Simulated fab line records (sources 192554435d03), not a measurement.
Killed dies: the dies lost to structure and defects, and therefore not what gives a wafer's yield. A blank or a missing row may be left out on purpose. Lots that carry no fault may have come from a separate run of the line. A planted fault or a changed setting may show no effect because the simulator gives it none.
Which tool was responsible? | flow n5Finfet | 10 lots, 29 wafers sampled, at 5 steps of a route of 1938

## WHAT THE GAUGES SHOWED, per wafer
N5_BEOL_M13_RS_MEAS_54: measures by four-point-probe.
lot  | measured     | on           | M13_RS (ohm/sq)
L378 | day 11 17:02 | filmMetro-01 | 0.0444 0.0437 0.0445
L381 | day 12 08:32 | filmMetro-02 | 0.0457 0.0451 0.0454
L383 | day 12 19:22 | filmMetro-01 | 0.0453 0.0449 0.0454
L384 | day 13 05:53 | filmMetro-01 | 0.0451 0.0441 0.0447
L391 | day 14 19:43 | filmMetro-01 | 0.0445 0.0451 0.0449
L393 | day 15 05:05 | filmMetro-01 | 0.0448 0.0450
L397 | day 16 04:29 | filmMetro-01 | 0.0451 0.0433 0.0439
L395 | day 16 06:11 | filmMetro-01 | 0.0440 0.0449 0.0450
L398 | day 16 09:20 | filmMetro-02 | 0.0443 0.0453 0.0444
L400 | day 16 23:10 | filmMetro-02 | 0.0450 0.0437 0.0440

N5_BEOL_M14_OVL_MEAS_11.
lot  | measured     | on         | V13_OVL (nm)
L378 | day 11 17:45 | overlay-01 | 2 3 4
L381 | day 12 09:07 | overlay-01 | -10 -1 -5
L383 | day 12 19:58 | overlay-02 | -6 5 0
L384 | day 13 06:29 | overlay-01 | -9 -3 7
L391 | day 14 20:26 | overlay-01 | -2 -7 3
L393 | day 15 05:41 | overlay-02 | 8 7
L397 | day 16 05:12 | overlay-02 | -2 4 -1
L395 | day 16 06:53 | overlay-01 | -15 -7 -7
L398 | day 16 09:56 | overlay-01 | 7 2 9
L400 | day 16 23:52 | overlay-01 | -4 1 -6

N5_BEOL_M14_CD_MEAS_17: the cd target is 250 nm.
lot  | measured     | on       | cdNm (nm)
L378 | day 11 18:17 | cdSem-02 | 251.2 250.8 252.8
L381 | day 12 09:37 | cdSem-01 | 254.6 252.1 252.7
L383 | day 12 20:27 | cdSem-02 | 251.2 247.9 246.8
L384 | day 13 06:59 | cdSem-03 | 248.8 247.4 250.3
L391 | day 14 21:25 | cdSem-01 | 251.0 249.2 249.6
L393 | day 15 06:10 | cdSem-02 | 258.8 252.4
L397 | day 16 05:46 | cdSem-02 | 249.8 248.2 250.2
L395 | day 16 07:23 | cdSem-01 | 248.4 251.2 250.4
L398 | day 16 10:25 | cdSem-02 | 250.6 248.9 249.6
L400 | day 17 00:22 | cdSem-02 | 250.2 252.3 248.4

## EACH LOT AND THE TOOL THAT RAN IT (in order: tool; ch and the chambers of the sampled wafers; start)
lot  | N5_BEOL_M14_ETCH_59               | N5_BEOL_M14_STRIP_63
L378 | rieDiel-03 ch 1,3, day 11 17:51   | rieDiel-03 ch 1,3, day 11 18:17 or earlier
L381 | rieDiel-02 ch 0,1,3, day 12 09:13 | rieDiel-02 ch 0,1,3, day 12 09:37 or earlier
L383 | rieDiel-03 ch 0,1, day 12 20:03   | rieDiel-03 ch 0,1, day 12 20:27 or earlier
L384 | rieDiel-03 ch 0,2,3, day 13 06:35 | rieDiel-03 ch 0,2,3, day 13 06:59 or earlier
L391 | rieDiel-02 ch 0,2, day 14 20:50   | rieDiel-02 ch 0,2, day 14 21:25 or earlier
L393 | rieDiel-03 ch 2,3, day 15 05:46   | rieDiel-03 ch 2,3, day 15 06:10 or earlier
L397 | rieDiel-06 ch 0,1,3, day 16 05:22 | rieDiel-06 ch 0,1,3, day 16 05:46 or earlier
L395 | rieDiel-02 ch 0,1,2, day 16 06:59 | rieDiel-02 ch 0,1,2, day 16 07:23 or earlier
L398 | rieDiel-02 ch 0,2,3, day 16 10:01 | rieDiel-02 ch 0,2,3, day 16 10:25 or earlier
L400 | rieDiel-02 ch 0,1,3, day 16 23:58 | rieDiel-02 ch 0,1,3, day 17 00:22 or earlier
- N5_BEOL_M14_ETCH_59: etches BARC in N2/H2, target depth 89 nm, overetch 26.7 nm, time 67.9 s.
- N5_BEOL_M14_STRIP_63: strips in O2.

## WHAT THE TOOLS THEMSELVES READ (means of the sampled wafers that have a number; where no wafer has one, the mark that the record gives instead)
N5_BEOL_M14_ETCH_59.
lot  | tool       | biasW (W) | drypumpMotorCurrentA (A) | oesProductAu (a.u.) | rfVppV (V) | showerheadPlenumPTorr (Torr) | throttleValvePct (%)
L378 | rieDiel-03 | 150.0     | 5.50                     | 0.63                | 526.2      | 2.64                         | 18.0
L381 | rieDiel-02 | 149.8     | 5.68                     | 0.60                | 524.5      | 2.53                         | 18.1
L383 | rieDiel-03 | 150.2     | 5.47                     | 0.61                | 522.2      | 2.50                         | 18.1
L384 | rieDiel-03 | 150.1     | 5.86                     | 0.71                | 523.1      | 2.54                         | 17.9
L391 | rieDiel-02 | 149.9     | 5.44                     | 0.78                | 523.4      | 2.49                         | 17.5
L393 | rieDiel-03 | 149.9     | 6.01                     | 0.72                | 524.8      | 2.58                         | 17.8
L397 | rieDiel-06 | 149.7     | 5.48                     | 0.65                | 522.3      | 2.51                         | 17.9
L395 | rieDiel-02 | 149.8     | 5.63                     | 0.77                | 523.2      | 2.52                         | 17.6
L398 | rieDiel-02 | 150.2     | 5.51                     | 0.77                | 522.1      | 2.48                         | 17.7
L400 | rieDiel-02 | 150.1     | 5.68                     | 0.78                | 523.3      | 2.52                         | 17.8

N5_BEOL_M14_STRIP_63.
lot  | tool       | drypumpMotorCurrentA (A) | oesProductAu (a.u.) | rfVppV (V) | showerheadPlenumPTorr (Torr) | throttleValvePct (%)
L378 | rieDiel-03 | 5.50                     | 0.73                | 3.5        | 2.18                         | 16.73
L381 | rieDiel-02 | 5.67                     | 0.69                | 3.2        | 2.10                         | 17.00
L383 | rieDiel-03 | 5.46                     | 0.72                | 4.3        | 2.04                         | 16.71
L384 | rieDiel-03 | 5.86                     | 0.85                | 4.0        | 2.09                         | 16.54
L391 | rieDiel-02 | 5.45                     | 0.93                | 3.8        | 2.05                         | 16.27
L393 | rieDiel-03 | 6.02                     | 0.85                | 3.8        | 2.13                         | 16.48
L397 | rieDiel-06 | 5.48                     | 0.78                | 3.8        | 2.07                         | 16.72
L395 | rieDiel-02 | 5.61                     | 0.91                | 3.7        | 2.08                         | 16.41
L398 | rieDiel-02 | 5.53                     | 0.92                | 3.4        | 2.05                         | 16.50
L400 | rieDiel-02 | 5.65                     | 0.92                | 3.9        | 2.08                         | 16.63

## THE ANSWER, worked out from the rows above alone
Rule: the lots themselves supply what counts as usual. Put in order of their means at a reading, lots are off if they are a third of the lots or fewer, leave a main group of 4 or more, and stand apart from it by a gap of 3 or more times the standard deviation of the main group's means; of several such gaps the widest counts. A main group whose means are all the same, to the digits that the tables above print for the reading, isn't used. Also off: a lot with no number at a reading for which 4 or more lots have one. Any other lot the step has rows for is counted as sound. After the gauges, taken in route order, come the tools' own readings; for these a lot's mean is taken, as printed above. The first step at which some lot is off is used, and at that step the reading that is off furthest; a lot without a number counts as furthest.
None of the lots is off at any reading shown; this tells nothing.

## WHAT HAD BEEN PUT IN BY THE SIMULATOR
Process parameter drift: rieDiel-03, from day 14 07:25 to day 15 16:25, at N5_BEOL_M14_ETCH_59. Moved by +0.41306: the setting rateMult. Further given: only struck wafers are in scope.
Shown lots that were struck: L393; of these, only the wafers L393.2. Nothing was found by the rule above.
